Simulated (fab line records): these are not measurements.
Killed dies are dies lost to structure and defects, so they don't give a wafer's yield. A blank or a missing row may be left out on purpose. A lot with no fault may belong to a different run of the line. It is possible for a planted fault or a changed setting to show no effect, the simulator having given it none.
fab line records	flow n5-finfet
[record] lots = 7	wafers = 39
route steps=1938 shown WELL_APT@39 DUMMY_GATE@243 SD_EPI_N@275 GATE_CUT@477
start-h: start of the lot's first displayed wafer, in hours after the record's first day	wait-h: hours since the lot's step before	" identical to the entry in the row above	L1.1+2: a single row standing in for several wafers	- no value present, or no start provided	* or withheld: withheld	< > ~ a bound
route shown NAME@n: NAME is a module with steps in the file, n the number in the route of the first one	usual: the fault-free wafers' mean and standard deviation	same: alike in all rows	chamber/n: place in a boat	sites: the reading at each site	_std_site: how widely they spread, as a standard deviation	_edge_site: inner sites' mean taken away from outer sites' mean	radius-mm: how far each site lies from the wafer's centre	mask NAME#n: copy n	behind: tool/chamber where the wafer was last shaped	hold: why the lot was held/for how many hours/how that ended	device: which transistor (n, p or np) failed to switch	end of line: tests of these same wafers at the route's end	a step with no rows: only its recipe	killed: the dies lost at the first sort to structure and to defects; this is not the yield of the wafer	map: the dies of a wafer, with x for killed, . for not killed, _ for no die there
set.NAME: the setting that was run; set.NAME@STEP: the one run at that earlier step	model.NAME: the simulator's own value behind a step, which no gauge read
one table per step and one row per wafer, for lots whose settings were changed on purpose
[[steps]]
[step N5_WELL_APT_EXPOSE_22]
[recipe] mask-id = PWELL	na = 0.8	source-shape = conventional	sigma-outer = 0.8	polarization = unpolarized	defocus-nm = 0	target-cd-nm = 200	dose-mj = 23.2
lot.wafer	tool	chamber	start-h	wait-h	mask	set.dose-mj
L078.1+3+4	krf-scanner-01	0	39.82	-	PWELL#0	21.52
L078.2+5+6	"	0	"	"	PWELL#0	23.2
L079.1+2+3+4+5+6	krf-scanner-02	0	44.80	-	PWELL#0	23.2
L082.1+5+6	krf-scanner-01	0	62.68	-	PWELL#0	23.2
L082.2+3+4	"	0	"	"	PWELL#0	21.77
L087.3+4+5	krf-scanner-01	0	92.77	-	PWELL#0	23.2
L088.1+3+6	krf-scanner-02	0	98.89	-	PWELL#0	23.2
L088.2+4+5	"	0	"	"	PWELL#0	24.26
L090.1+2+3	krf-scanner-02	0	111.92	-	PWELL#0	24.8
L090.4+5+6	"	0	"	"	PWELL#0	23.2
L092.1+5+6	krf-scanner-02	0	122.88	-	PWELL#0	21.35
L092.2+3+4	"	0	"	"	PWELL#0	23.2
[step N5_WELL_APT_PEB_23]
[recipe] peb-temp-c = 130	peb-time-s = 90
[step N5_WELL_APT_DEVELOP_24]
[recipe] develop-time-s = 45	rinse-liquid = surfactant-rinse	dry = air-spin	dev-temp-c = 21
[step N5_WELL_APT_HARDBAKE_29]
[recipe] temp-c = 130	time-s = 120
[step N5_WELL_APT_CD_MEAS_25]
[recipe] target-cd-nm = 200	landing-energy-ev = 500	detector = se-inlens
[usual] cd-nm = 199.8/1.5
lot.wafer	tool	chamber	start-h	wait-h	set.dose-mj@WELL_APT_EXPOSE_22	cd-nm
L078.1	cd-sem-02	0	39.99	-	21.52	185.2
L078.2	"	0	"	"	23.2	198.2
L078.3	"	0	"	"	21.52	185.1
L078.4	"	0	"	"	21.52	185.7
L078.5	"	0	"	"	23.2	200.5
L078.6	"	0	"	"	23.2	198.5
L079.1	cd-sem-02	0	44.97	-	23.2	202.6
L079.2	"	0	"	"	23.2	201.8
L079.3	"	0	"	"	23.2	200.5
L079.4	"	0	"	"	23.2	203.5
L079.5	"	0	"	"	23.2	199.8
L079.6	"	0	"	"	23.2	202.3
L082.1	cd-sem-02	0	62.85	-	23.2	201.0
L082.2	"	0	"	"	21.77	189.7
L082.3	"	0	"	"	21.77	189.7
L082.4	"	0	"	"	21.77	188.3
L082.5	"	0	"	"	23.2	201.7
L082.6	"	0	"	"	23.2	202.5
L087.3	cd-sem-02	0	92.94	-	23.2	201.4
L087.4	"	0	"	"	23.2	201.5
L087.5	"	0	"	"	23.2	199.6
L088.1	cd-sem-01	0	99.06	-	23.2	200.0
L088.2	"	0	"	"	24.26	209.2
L088.3	"	0	"	"	23.2	198.6
L088.4	"	0	"	"	24.26	209.2
L088.5	"	0	"	"	24.26	207.5
L088.6	"	0	"	"	23.2	200.0
L090.1	cd-sem-01	0	112.09	-	24.8	212.4
L090.2	"	0	"	"	24.8	212.1
L090.3	"	0	"	"	24.8	213.0
L090.4	"	0	"	"	23.2	198.7
L090.5	"	0	"	"	23.2	199.6
L090.6	"	0	"	"	23.2	198.8
L092.1	cd-sem-03	0	123.06	-	21.35	183.7
L092.2	"	0	"	"	23.2	199.5
L092.3	"	0	"	"	23.2	200.0
L092.4	"	0	"	"	23.2	198.6
L092.5	"	0	"	"	21.35	182.7
L092.6	"	0	"	"	21.35	183.8
[step N5_WELL_APT_DESCUM_30]
[recipe] chemistry = O2	time-s = 7.9	source-power-w = 50	bias-power-w = 20	pressure-mtorr = 20	rf-frequency-hz = 2.712e+07	temp-c = 40	o2-flow-sccm = 225
lot.wafer	tool	chamber	start-h	wait-h	set.dose-mj@WELL_APT_EXPOSE_22	model.WELL_APT.cd-nm
L078.1	rie-diel-05	1	40.14	0.1	21.52	185.3
L078.2	"	0	"	"	23.2	198.7
L078.3	"	3	"	"	21.52	185
L078.4	"	0	"	"	21.52	185.5
L078.5	"	3	"	"	23.2	200.7
L078.6	"	1	"	"	23.2	198.5
L079.1	rie-diel-05	1	45.14	0.1	23.2	202.6
L079.2	"	3	"	"	23.2	201.9
L079.3	"	0	"	"	23.2	200.6
L079.4	"	0	"	"	23.2	203.8
L079.5	"	1	"	"	23.2	199.9
L079.6	"	3	"	"	23.2	202
L082.1	rie-diel-01	3	63.01	0.1	23.2	201.2
L082.2	"	2	"	"	21.77	189.6
L082.3	"	1	"	"	21.77	189.7
L082.4	"	0	"	"	21.77	188.3
L082.5	"	1	"	"	23.2	201.7
L082.6	"	0	"	"	23.2	202.3
L087.3	rie-diel-02	0	93.02	0.0	23.2	201.2
L087.4	"	3	"	"	23.2	201.5
L087.5	"	2	"	"	23.2	199.3
L088.1	rie-diel-05	2	99.15	0.0	23.2	199.8
L088.2	"	1	"	"	24.26	209.5
L088.3	"	0	"	"	23.2	198.6
L088.4	"	3	"	"	24.26	209.3
L088.5	"	3	"	"	24.26	207.5
L088.6	"	2	"	"	23.2	200
L090.1	rie-diel-02	0	112.18	0.0	24.8	212.3
L090.2	"	3	"	"	24.8	211.9
L090.3	"	2	"	"	24.8	212.5
L090.4	"	1	"	"	23.2	198.6
L090.5	"	3	"	"	23.2	199.5
L090.6	"	2	"	"	23.2	198.7
L092.1	rie-diel-02	0	123.14	0.0	21.35	183.4
L092.2	"	2	"	"	23.2	199.4
L092.3	"	3	"	"	23.2	199.6
L092.4	"	1	"	"	23.2	198.6
L092.5	"	2	"	"	21.35	183.1
L092.6	"	3	"	"	21.35	183.5
[step N5_DUMMY_GATE_ETCH_31]
[recipe] chemistry = C4F6/O2	target = SiO2	mask-material = SOC	target-depth-a = 825	time-s = 27.5	ion-energy-ev = 250	pressure-mtorr = 30	source-w = 345	bias-w = 185	Ar_flow_sccm = 300	C4F6_flow_sccm = 10	O2_flow_sccm = 10
lot.wafer	tool	chamber	start-h	wait-h	set.target-depth-a	model.etch.depth-nm	model.SOC_of_DUMMY_GATE_COAT_34.thk-nm
L078.1	rie-diel-06	3	72.45	0.0	825	83.43	51.8
L078.2	"	0	"	"	825	81.78	52
L078.3	"	1	"	"	825	82.99	51.6
L078.4	"	2	"	"	825	82.04	51.8
L078.5	"	1	"	"	825	83.32	51.8
L078.6	"	2	"	"	825	81.59	51.8
L079.1	rie-diel-06	0	77.33	0.0	825	82.96	51.6
L079.2	"	2	"	"	722.5	71.6	52.8
L079.3	"	1	"	"	825	83.79	51.6
L079.4	"	3	"	"	722.5	73.1	52.8
L079.5	"	3	"	"	825	83.44	51.6
L079.6	"	2	"	"	722.5	72.41	52.6
L082.1	rie-diel-03	3	94.11	0.0	825	82.32	52.2
L082.2	"	1	"	"	731.7	71.84	53.2
L082.3	"	0	"	"	825	80.6	52.4
L082.4	"	2	"	"	731.7	71.71	53.2
L082.5	"	1	"	"	731.7	71.63	53.2
L082.6	"	0	"	"	825	80.48	52
L087.3	rie-diel-06	1	125.27	0.2	825	83.66	51.8
L087.4	"	3	"	"	825	82.87	51.8
L087.5	"	1	"	"	825	83.93	51.6
L088.1	rie-diel-04	0	132.56	0.1	928.1	95.13	50.4
L088.2	"	2	"	"	928.1	93.82	50.6
L088.3	"	3	"	"	825	85.5	51.6
L088.4	"	1	"	"	825	85.24	51.6
L088.5	"	0	"	"	825	85.17	51.8
L088.6	"	1	"	"	928.1	94.34	50.6
L090.1	rie-diel-03	2	144.80	0.0	786.3	78.8	52
L090.2	"	1	"	"	825	81.94	51.8
L090.3	"	3	"	"	825	82.42	51.8
L090.4	"	0	"	"	786.3	77.49	52
L090.5	"	3	"	"	786.3	78.26	52
L090.6	"	2	"	"	825	83.35	51.4
L092.1	rie-diel-04	0	155.41	0.1	825	82.9	51.8
L092.2	"	1	"	"	769.2	77.43	52.2
L092.3	"	3	"	"	825	83.32	51.4
L092.4	"	1	"	"	825	83.59	51.4
L092.5	"	0	"	"	769.2	77.11	52.2
L092.6	"	3	"	"	769.2	78.16	52.2
[step N5_DUMMY_GATE_ETCH_42]
[recipe] chemistry = CHF3/O2	target = SiO2	target-depth-a = 35	time-s = 31	ion-energy-ev = 30	bias-w = 12	pressure-mtorr = 30	source-w = 600	Ar_flow_sccm = 200	CHF3_flow_sccm = 50	O2_flow_sccm = 5
[usual] rf-vpp-V = 42.6/0.81
lot.wafer	tool	chamber	start-h	wait-h	set.bias-w	rf-vpp-V
L078.1	rie-diel-03	3	72.94	0.0	12	42.4
L078.2	"	0	"	"	12	42.5
L078.3	"	1	"	"	12	44.1
L078.4	"	2	"	"	13.64	46.5
L078.5	"	3	"	"	13.64	47.2
L078.6	"	0	"	"	13.64	47.2
L079.1	rie-diel-06	3	77.82	0.0	12	42.9
L079.2	"	0	"	"	10.99	39.0
L079.3	"	1	"	"	10.99	40.5
L079.4	"	2	"	"	12	41.9
L079.5	"	3	"	"	10.99	39.5
L079.6	"	2	"	"	12	42.4
L082.1	rie-diel-06	1	94.61	0.0	12	43.1
L082.2	"	3	"	"	10.85	39.5
L082.3	"	0	"	"	10.85	38.7
L082.4	"	2	"	"	12	41.6
L082.5	"	2	"	"	10.85	37.7
L082.6	"	1	"	"	12	43.3
L087.3	rie-diel-06	3	125.79	0.1	12	43.3
L087.4	"	1	"	"	12	42.9
L087.5	"	2	"	"	12	43.6
L088.1	rie-diel-03	1	133.14	0.1	12.66	44.1
L088.2	"	3	"	"	12.66	44.6
L088.3	"	0	"	"	12.66	43.1
L088.4	"	1	"	"	12	42.9
L088.5	"	0	"	"	12	42.7
L088.6	"	3	"	"	12	42.6
L090.1	rie-diel-03	1	145.30	0.0	13.39	44.3
L090.2	"	2	"	"	12	42.5
L090.3	"	3	"	"	13.39	45.2
L090.4	"	0	"	"	12	42.2
L090.5	"	1	"	"	12	41.5
L090.6	"	2	"	"	13.39	46.5
L092.1	rie-diel-06	3	155.90	0.0	12	41.3
L092.2	"	1	"	"	12	43.0
L092.3	"	2	"	"	12	41.7
L092.4	"	0	"	"	10.25	38.9
L092.5	"	1	"	"	10.25	39.8
L092.6	"	2	"	"	10.25	38.2
[step N5_SD_EPI_N_ETCH_35]
[recipe] chemistry = N2/H2	target = SOC	overetch-a = 1080	mask-material = SiARC	temp-c = 40	ion-energy-ev = 100	source-w = 3000	bias-w = 133	pressure-mtorr = 20	time-s = 486	n2-flow-sccm = 200	h2-flow-sccm = 200
lot.wafer	tool	chamber	start-h	wait-h	set.time-s	model.SD_EPI_N.cd-nm	model.SiARC_of_SD_EPI_N_COAT_33.thk-nm
L078.1	rie-diel-01	3	75.75	0.0	486	121.2	20
L078.2	"	1	"	"	442.1	118.2	21.2
L078.3	"	0	"	"	442.1	119.2	21.4
L078.4	"	2	"	"	486	120.2	20.2
L078.5	"	1	"	"	486	121	19.8
L078.6	"	0	"	"	442.1	118.6	21.4
L079.1	rie-diel-02	3	79.45	0.0	570.7	121.8	17
L079.2	"	0	"	"	486	120.4	19.8
L079.3	"	1	"	"	570.7	123.2	17
L079.4	"	2	"	"	486	120.8	19.8
L079.5	"	1	"	"	486	121.2	19.6
L079.6	"	2	"	"	570.7	123.2	17.2
L082.1	rie-diel-05	2	96.20	0.0	486	121	20
L082.2	"	0	"	"	486	120.4	20.2
L082.3	"	1	"	"	376.4	116.2	23.2
L082.4	"	3	"	"	376.4	117.6	23.2
L082.5	"	3	"	"	376.4	117.2	23.4
L082.6	"	2	"	"	486	121.6	19.8
L087.3	rie-diel-05	2	127.20	0.0	486	120.2	20
L087.4	"	3	"	"	486	119.2	19.8
L087.5	"	1	"	"	486	119.8	19.6
L088.1	rie-diel-05	2	134.55	0.0	447.6	119.4	21.4
L088.2	"	0	"	"	447.6	120.4	21.6
L088.3	"	3	"	"	486	119.8	20.2
L088.4	"	1	"	"	486	119.6	20.2
L088.5	"	1	"	"	447.6	118.2	21.4
L088.6	"	0	"	"	486	119.4	20.4
L090.1	rie-diel-05	1	147.75	0.0	486	119.6	20
L090.2	"	0	"	"	486	122	20.2
L090.3	"	2	"	"	486	121.8	20.2
L090.4	"	3	"	"	486	120.6	19.8
L090.5	"	0	"	"	486	120.8	20.4
L090.6	"	1	"	"	486	120.8	19.8
L092.1	rie-diel-02	1	157.22	0.0	486	119.6	19.4
L092.2	"	2	"	"	373.9	115.6	23
L092.3	"	0	"	"	486	119.2	19.4
L092.4	"	3	"	"	373.9	114.6	23.2
L092.5	"	0	"	"	486	120.2	19.6
L092.6	"	1	"	"	373.9	115.2	23.2
[step N5_GATE_CUT_HM_DEP_46]
[recipe] material = SiO2	target-thk-a = 1300	temp-c = 400	precursor = TEOS/O2	pressure-torr = 6.5	rf-w = 900	teos-flow-sccm = 161.4	gas = O2	flow-sccm = 2650	time-s = 26.6
lot.wafer	tool	chamber	start-h	wait-h	set.time-s	model.SiO2_of_GATE_CUT_HM_DEP_46.thk-nm
L078.1	pecvd-04	2	108.37	0.0	26.6	126.8
L078.2	"	0	"	"	26.6	129.2
L078.3	"	1	"	"	29.78	143.4
L078.4	"	2	"	"	29.78	146.6
L078.5	"	1	"	"	26.6	132
L078.6	"	0	"	"	29.78	146
L079.1	pecvd-04	2	113.17	0.0	28.87	140.6
L079.2	"	0	"	"	28.87	140
L079.3	"	1	"	"	26.6	129.4
L079.4	"	0	"	"	26.6	133
L079.5	"	1	"	"	28.87	143.2
L079.6	"	2	"	"	26.6	133.4
L082.1	pecvd-04	1	130.20	0.0	24.46	117.6
L082.2	"	2	"	"	26.6	127.8
L082.3	"	0	"	"	24.46	118.6
L082.4	"	0	"	"	26.6	128
L082.5	"	1	"	"	26.6	128.8
L082.6	"	2	"	"	24.46	119
L087.3+5	pecvd-02	1,0	160.44	0.0	26.6	132
L087.4	"	1	"	"	26.6	132.8
L088.1+2	pecvd-02	0,2	167.43	0.0	26.6	130.4
L088.3	"	1	"	"	26.6	131.2
L088.4	"	2	"	"	26.6	131.6
L088.5	"	0	"	"	26.6	131.8
L088.6	"	1	"	"	26.6	132
L090.1	pecvd-04	0	183.05	0.0	26.6	127.6
L090.2	"	2	"	"	26.6	128.6
L090.3	"	1	"	"	26.6	127.4
L090.4	"	1	"	"	24.43	121.2
L090.5	"	2	"	"	24.43	120.6
L090.6	"	0	"	"	24.43	120.2
L092.1	pecvd-04	2	192.04	0.0	26.6	128.4
L092.2+6	"	0	"	"	24.95	122.4
L092.3	"	1	"	"	26.6	125.8
L092.4	"	1	"	"	26.6	129.8
L092.5	"	2	"	"	24.95	123.6
[step N5_GATE_CUT_COAT_34]
[recipe] resist = SOC	temp-c = 250	time-s = 60	spin-rpm = 1500	resist-thk-nm = 60
[step N5_GATE_CUT_COAT_35]
[recipe] resist = SiARC	temp-c = 220	time-s = 60	spin-rpm = 1500	resist-thk-nm = 10
[step N5_GATE_CUT_STRIP_38]
[recipe] chemistry = N2/H2	temp-c = 40	n2-flow-sccm = 200	h2-flow-sccm = 200	rf-frequency-hz = 6e+07
[step N5_GATE_CUT_STRIP_39]
[recipe] chemistry = N2/H2	temp-c = 40	n2-flow-sccm = 200	h2-flow-sccm = 200	rf-frequency-hz = 6e+07
[step N5_GATE_CUT_HM_OPEN_40]
[recipe] chemistry = C4F6/O2	target = SiO2	mask-material = SiARC	target-depth-a = 1390	time-s = 85.1	ion-energy-ev = 250	pressure-mtorr = 30	source-w = 345	bias-w = 185	Ar_flow_sccm = 300	C4F6_flow_sccm = 10	O2_flow_sccm = 10	ends = cleared
[usual] etch-rf-on-time-s = 93.7/1.6
lot.wafer	tool	chamber	start-h	wait-h	set.time-s@GATE_CUT_HM_DEP_46	etch-rf-on-time-s	model.etch.depth-nm	model.SOC_of_GATE_CUT_COAT_34.thk-nm
L078.1	rie-diel-06	0	109.79	0.0	26.6	92.1	126.8	33.4
L078.2	"	3	"	"	26.6	92.9	129.3	32.8
L078.3	"	2	"	"	29.78	104.9	143.5	29.6
L078.4	"	1	"	"	29.78	105.8	146.5	29.4
L078.5	"	0	"	"	26.6	95.8	132	32.2
L078.6	"	1	"	"	29.78	104.9	146	29.4
L079.1	rie-diel-06	2	114.30	0.0	28.87	102.6	140.6	30.6
L079.2	"	1	"	"	28.87	99.6	140	30.8
L079.3	"	3	"	"	26.6	92.1	129.4	32.8
L079.4	"	0	"	"	26.6	95.9	133	32
L079.5	"	2	"	"	28.87	103.9	143.2	29.6
L079.6	"	1	"	"	26.6	95.7	133.4	32.2
L082.1	rie-diel-06	1	130.82	0.0	24.46	83.4	117.6	35.6
L082.2	"	3	"	"	26.6	91.8	127.8	33
L082.3	"	0	"	"	24.46	86.1	118.5	35
L082.4	"	2	"	"	26.6	93.8	128.1	33
L082.5	"	2	"	"	26.6	93.6	128.8	32.8
L082.6	"	3	"	"	24.46	85.4	119	35
L087.3	rie-diel-06	2	161.19	0.0	26.6	96.9	132.1	32.4
L087.4	"	0	"	"	26.6	96.9	132.9	32
L087.5	"	1	"	"	26.6	95.0	132	32.4
L088.1	rie-diel-04	1	168.14	0.0	26.6	92.2	130.3	32.4
L088.2	"	0	"	"	26.6	93.8	130.3	32.6
L088.3	"	3	"	"	26.6	93.4	131.3	32.6
L088.4	"	3	"	"	26.6	93.9	131.6	32.2
L088.5	"	1	"	"	26.6	93.6	131.8	32.2
L088.6	"	0	"	"	26.6	94.8	132	32.4
L090.1	rie-diel-04	0	183.73	0.0	26.6	91.8	127.6	33.2
L090.2	"	1	"	"	26.6	91.4	128.5	33
L090.3	"	2	"	"	26.6	89.9	127.3	33
L090.4	"	3	"	"	24.43	86.0	121.2	34.6
L090.5	"	3	"	"	24.43	85.1	120.7	34.8
L090.6	"	0	"	"	24.43	86.1	120.2	35.2
L092.1	rie-diel-06	2	192.80	0.0	26.6	92.8	128.4	33
L092.2	"	0	"	"	24.95	89.3	122.3	34.4
L092.3	"	3	"	"	26.6	89.9	125.9	33.4
L092.4	"	1	"	"	26.6	92.9	129.8	32.8
L092.5	"	2	"	"	24.95	90.3	123.5	34
L092.6	"	3	"	"	24.95	87.8	122.4	34
[step N5_GATE_CUT_STRIP_41]
[recipe] chemistry = CF4	resist = SiARC	power-w = 300	bias-power-w = 75	pressure-mtorr = 50	cf4-flow-sccm = 150	rf-frequency-hz = 6e+07
[step N5_GATE_CUT_STRIP_42]
[recipe] chemistry = O2	power-w = 400	temp-c = 40	pressure-mtorr = 30	rf-frequency-hz = 6e+07	bias-power-w = 0	overash-fraction = 0.3	o2-flow-sccm = 225
[step N5_GATE_CUT_ALD_22]
[recipe] material = SiNx	target-thk-a = 160	temp-c = 400	ald-precursor-family = SiH2I2	ald-co-reactant = N2/H2-plasma	pulse-time-s = 1	ald-cycles = 320	purge-time-s = 2	co-reactant-purge-time-s = 2	pressure-torr = 2
[step N5_GATE_CUT_CMP_23]
[recipe] stop-on = SiO2	t-overpolish-s = 23.4	post-cmp-clean = alkaline-brush	down-force-psi = 2.5	platen-rpm = 51.8	pad-velocity-m-s = 1.0307	target-thk-nm = 16
[step N5_GATE_CUT_THK_MEAS_24]
[recipe] reads = SiO2_of_GATE_CUT_HM_DEP_46+SiO2_flowable_of_ILD0_FCVD_FILL_01
[usual] GC_FILL_THK = 220.3/1.8
lot.wafer	tool	chamber	start-h	wait-h	set.time-s@GATE_CUT_HM_DEP_46	GC_FILL_THK[nm]
L078.1	film-metro-01	-	112.25	-	26.6	218.2
L078.2	"	-	"	"	26.6	221.1
L078.3	"	-	"	"	29.78	234.7
L078.4	"	-	"	"	29.78	238.3
L078.5	"	-	"	"	26.6	224.1
L078.6	"	-	"	"	29.78	236.9
L079.1	film-metro-01	-	117.03	-	28.87	230.9
L079.2	"	-	"	"	28.87	230.5
L079.3	"	-	"	"	26.6	219.6
L079.4	"	-	"	"	26.6	223.2
L079.5	"	-	"	"	28.87	233.7
L079.6	"	-	"	"	26.6	223.6
L082.1	film-metro-02	-	133.30	0.3	24.46	207.9
L082.2	"	-	"	"	26.6	218.4
L082.3	"	-	"	"	24.46	209.3
L082.4	"	-	"	"	26.6	218.7
L082.5	"	-	"	"	26.6	218.9
L082.6	"	-	"	"	24.46	210.3
L087.3	film-metro-01	-	163.66	-	26.6	221.4
L087.4	"	-	"	"	26.6	221.8
L087.5	"	-	"	"	26.6	222.6
L088.1	film-metro-02	-	170.60	-	26.6	219.6
L088.2	"	-	"	"	26.6	219.8
L088.3	"	-	"	"	26.6	220.6
L088.4	"	-	"	"	26.6	220.4
L088.5	"	-	"	"	26.6	221.7
L088.6	"	-	"	"	26.6	221.2
L090.1	film-metro-02	-	186.59	-	26.6	217.7
L090.2	"	-	"	"	26.6	219.4
L090.3	"	-	"	"	26.6	216.7
L090.4	"	-	"	"	24.43	210.4
L090.5	"	-	"	"	24.43	212.1
L090.6	"	-	"	"	24.43	211.2
L092.1	film-metro-01	-	195.56	-	26.6	218.0
L092.2	"	-	"	"	24.95	211.7
L092.3	"	-	"	"	26.6	216.2
L092.4	"	-	"	"	26.6	219.5
L092.5	"	-	"	"	24.95	212.2
L092.6	"	-	"	"	24.95	212.3
[step N5_GATE_CUT_CMP_43]
[recipe] material = SiO2	post-cmp-clean = rinse-only
lot.wafer	tool	chamber	start-h	wait-h	set.time-s@GATE_CUT_HM_DEP_46	model.SiO2_of_GATE_CUT_HM_DEP_46.thk-nm
L078.1	cmp-02	1	112.28	0.0	26.6	4.8
L078.3	"	2	"	"	29.78	5.6
L078.4+6	"	3,2	"	"	29.78	5.8
L078.2+5	"	0,1	"	"	26.6	5
L079.1+5	cmp-02	3,0	117.06	0.0	28.87	5.6
L079.4+6	"	0,3	"	"	26.6	5.2
L079.2	"	1	"	"	28.87	5.4
L079.3	"	2	"	"	26.6	5
L082.3+1+6	cmp-02	0,2,1	133.33	0.0	24.46	4.4
L082.2	"	1	"	"	26.6	4.8
L082.4+5	"	3,0	"	"	26.6	5
L087.3	cmp-02	2	163.68	0.0	26.6	5
L087.4+5	"	1,3	"	"	26.6	5.2
L088.2+4+3+1+5	cmp-03	3,0,1,2,3	170.63	0.0	26.6	5
L088.6	"	0	"	"	26.6	5.2
L090.1+3	cmp-03	3,2	186.62	0.0	26.6	4.8
L090.4+5+6	"	0,3,0	"	"	24.43	4.6
L090.2	"	1	"	"	26.6	5
L092.1+4	cmp-03	3,1	195.72	0.2	26.6	5
L092.3	"	0	"	"	26.6	4.8
L092.2+5+6	"	2,3,0	"	"	24.95	4.6
[[key]]
[split] step = N5_WELL_APT_EXPOSE_22	setting = dose-mj	stated = 23.2	by = wafer
[response] step = N5_WELL_APT_CD_MEAS_25	reading = cd-nm	change = +1.97	per = 1%	r = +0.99
[response] step = N5_WELL_APT_DESCUM_30	reading = model.WELL_APT.cd-nm	change = +1.98	per = 1%	r = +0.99
[split] step = N5_DUMMY_GATE_ETCH_31	setting = target-depth-a	stated = 825	by = wafer
[response] step = N5_DUMMY_GATE_ETCH_31	reading = model.etch.depth-nm	change = +0.823	per = 1%	r = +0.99
[response] step = N5_DUMMY_GATE_ETCH_31	reading = model.SOC_of_DUMMY_GATE_COAT_34.thk-nm	change = -0.0901	per = 1%	r = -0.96
[split] step = N5_DUMMY_GATE_ETCH_42	setting = bias-w	stated = 12	by = wafer
[response] step = N5_DUMMY_GATE_ETCH_42	reading = rf-vpp-V	change = +0.282	per = 1%	r = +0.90
[split] step = N5_SD_EPI_N_ETCH_35	setting = time-s	stated = 486	by = wafer
[response] step = N5_SD_EPI_N_ETCH_35	reading = model.SD_EPI_N.cd-nm	change = +0.168	per = 1%	r = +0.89
[response] step = N5_SD_EPI_N_ETCH_35	reading = model.SiARC_of_SD_EPI_N_COAT_33.thk-nm	change = -0.152	per = 1%	r = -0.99
[split] step = N5_GATE_CUT_HM_DEP_46	setting = time-s	stated = 26.6	by = wafer
[response] step = N5_GATE_CUT_HM_DEP_46	reading = model.SiO2_of_GATE_CUT_HM_DEP_46.thk-nm	change = +1.14	per = 1%	r = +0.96
[response] step = N5_GATE_CUT_HM_OPEN_40	reading = etch-rf-on-time-s	change = *	per = 1%	r = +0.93
[response] step = N5_GATE_CUT_HM_OPEN_40	reading = model.etch.depth-nm	change = +1.14	per = 1%	r = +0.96
[response] step = N5_GATE_CUT_HM_OPEN_40	reading = model.SOC_of_GATE_CUT_COAT_34.thk-nm	change = -0.25	per = 1%	r = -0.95
[response] step = N5_GATE_CUT_THK_MEAS_24	reading = GC_FILL_THK	change = +1.13	per = 1%	r = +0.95
[response] step = N5_GATE_CUT_CMP_43	reading = model.SiO2_of_GATE_CUT_HM_DEP_46.thk-nm	change = +0.0558	per = 1%	r = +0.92
